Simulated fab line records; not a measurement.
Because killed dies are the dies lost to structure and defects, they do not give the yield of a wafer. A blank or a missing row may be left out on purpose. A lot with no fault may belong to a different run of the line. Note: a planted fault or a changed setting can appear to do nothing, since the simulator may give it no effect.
Which tool did it? -- flow n5_finfet -- 11 lots with 33 wafers sampled at 3 steps, on a route of 1938 steps

## WHAT THE GAUGES SHOWED, per wafer
N5_BEOL_M9_CD_MEAS_18: pitch 140 nm, target cd 70 nm. Usual: 70.1 nm for cd_nm, sd 0.58.
lot,measured,on,cd_nm (nm),flag
L289,day 11 04:01,cd_sem-03,70.5 70.3 70.5,
L290,day 12 00:52,cd_sem-02,70.5 70.1 70.3,
L294,day 12 02:51,cd_sem-02,69.7 70.4 69.9,
L295,day 12 12:04,cd_sem-01,70.5 70.0 71.2,
L299,day 13 06:19,cd_sem-03,69.8 70.1 69.9,
L301,day 14 07:04,cd_sem-01,70.4 70.1 70.3,
L307,day 15 08:02,cd_sem-01,70.0 70.3 69.4,
L306,day 15 21:53,cd_sem-02,70.1 70.2 70.0,
L308,day 16 12:11,cd_sem-02,70.5 70.6 70.0,
L309,day 16 15:20,cd_sem-02,68.5 69.4 69.1,
L311,day 16 23:07,cd_sem-01,70.6 70.0 70.4,

## WHAT TOOL EACH LOT RAN ON (gives the tool, then ch and the chambers of the sampled wafers, and finally the start)
lot,N5_BEOL_M9_ETCH_62,N5_BEOL_M9_STRIP_67
L289,"rie_diel-03 ch 0,2, day 11 03:35","rie_diel-03 ch 0,2, day 11 03:44"
L290,"rie_diel-03 ch 0,2,3, day 12 00:29","rie_diel-03 ch 0,2,3, day 12 00:38"
L294,"rie_diel-01 ch 1,2, day 12 02:28","rie_diel-01 ch 1,2, day 12 02:37"
L295,"rie_diel-03 ch 0,2,3, day 12 11:40","rie_diel-03 ch 0,2,3, day 12 11:48"
L299,"rie_diel-01 ch 0,1,2, day 13 05:52","rie_diel-01 ch 0,1,2, day 13 06:01"
L301,"rie_diel-01 ch 0,1,3, day 14 06:42","rie_diel-01 ch 0,1,3, day 14 06:51"
L307,"rie_diel-01 ch 0,1,2, day 15 07:40","rie_diel-01 ch 0,1,2, day 15 07:48"
L306,"rie_diel-03 ch 0,1,3, day 15 21:20","rie_diel-03 ch 0,1,3, day 15 21:28"
L308,"rie_diel-01 ch 0,1, day 16 11:43","rie_diel-01 ch 0,1, day 16 11:52"
L309,"rie_diel-01 ch 2,3, day 16 14:55","rie_diel-01 ch 2,3, day 16 15:04"
L311,"rie_diel-03 ch 0,1,3, day 16 22:43","rie_diel-03 ch 0,1,3, day 16 22:52"
- N5_BEOL_M9_ETCH_62: etches SOC in N2/H2, target depth 110 nm, overetch 22 nm, time 165 s.
- N5_BEOL_M9_STRIP_67: strips in CF4.

## AS READ BY THE TOOLS THEMSELVES (means over the sampled wafers that have a number; for cases with no such wafer, the mark the record gives instead)
N5_BEOL_M9_ETCH_62. Usual: drypump_motor_current_A 5.6 A, standard deviation 0.53; n2_flow_sccm 200.0 sccm, standard deviation 0.57; oes_product_au 0.65 a.u., standard deviation 0.049; rf_vpp_V 523.2 V, standard deviation 2.3; showerhead_plenum_p_Torr 2.52 Torr, standard deviation 0.08; throttle_valve_pct 17.87 %, standard deviation 0.23.
lot,tool,drypump_motor_current_A (A),n2_flow_sccm (sccm),oes_product_au (a.u.),rf_vpp_V (V),showerhead_plenum_p_Torr (Torr),throttle_valve_pct (%),flag
L289,rie_diel-03,5.2,199.9,0.69,524.5,2.58,17.81,
L290,rie_diel-03,5.1,200.4,0.67,523.2,2.54,17.88,
L294,rie_diel-01,5.8,200.0,0.63,525.7,2.57,17.88,
L295,rie_diel-03,5.1,199.9,0.67,523.3,2.54,17.87,
L299,rie_diel-01,5.9,199.8,0.61,522.9,2.53,17.98,
L301,rie_diel-01,6.0,199.8,0.62,520.9,2.46,17.87,
L307,rie_diel-01,5.9,199.4,0.60,523.7,2.52,18.01,
L306,rie_diel-03,5.1,199.7,0.67,521.5,2.49,17.97,
L308,rie_diel-01,6.0,200.2,0.58,521.8,2.48,18.11,
L309,rie_diel-01,6.0,201.0,0.64,525.3,2.57,17.72,
L311,rie_diel-03,5.1,200.3,0.66,521.7,2.49,18.00,

N5_BEOL_M9_STRIP_67. Usual: drypump_motor_current_A 5.6 A, standard deviation 0.52; oes_product_au 0.77 a.u., standard deviation 0.058; rf_vpp_V 270.8 V, standard deviation 1.4; showerhead_plenum_p_Torr 1.78 Torr, standard deviation 0.053; throttle_valve_pct 13.63 %, standard deviation 0.22.
lot,tool,drypump_motor_current_A (A),oes_product_au (a.u.),rf_vpp_V (V),showerhead_plenum_p_Torr (Torr),throttle_valve_pct (%),flag
L289,rie_diel-03,5.2,0.81,271.7,1.80,13.43,
L290,rie_diel-03,5.1,0.80,271.1,1.78,13.50,
L294,rie_diel-01,5.8,0.75,271.8,1.82,13.74,
L295,rie_diel-03,5.1,0.80,271.1,1.77,13.51,
L299,rie_diel-01,5.9,0.72,270.1,1.79,13.83,
L301,rie_diel-01,6.0,0.73,269.3,1.75,13.72,
L307,rie_diel-01,5.9,0.71,270.8,1.79,13.86,
L306,rie_diel-03,5.1,0.78,270.1,1.75,13.67,
L308,rie_diel-01,5.9,0.68,269.6,1.76,13.95,
L309,rie_diel-01,6.0,0.77,272.1,1.82,13.62,
L311,rie_diel-03,5.1,0.78,270.6,1.75,13.68,

## THE ANSWER, worked out from the rows above alone
Rule: a lot counts as off when the mean over its wafers that have a number is more than 3 standard deviations away from the usual mean. A lot without any number at a reading at which 4 lots or more have one is off too. The other lots that the step has rows for count as sound. First the gauges in route order, then the tools' own readings, where a lot's mean is used as printed above. At the first step where some lot is off, the reading lying furthest off is the one used; lots without a number count as furthest.
Across all readings shown, no lot is off: no conclusion can be drawn from this.

## WHAT HAD BEEN PUT IN BY THE SIMULATOR
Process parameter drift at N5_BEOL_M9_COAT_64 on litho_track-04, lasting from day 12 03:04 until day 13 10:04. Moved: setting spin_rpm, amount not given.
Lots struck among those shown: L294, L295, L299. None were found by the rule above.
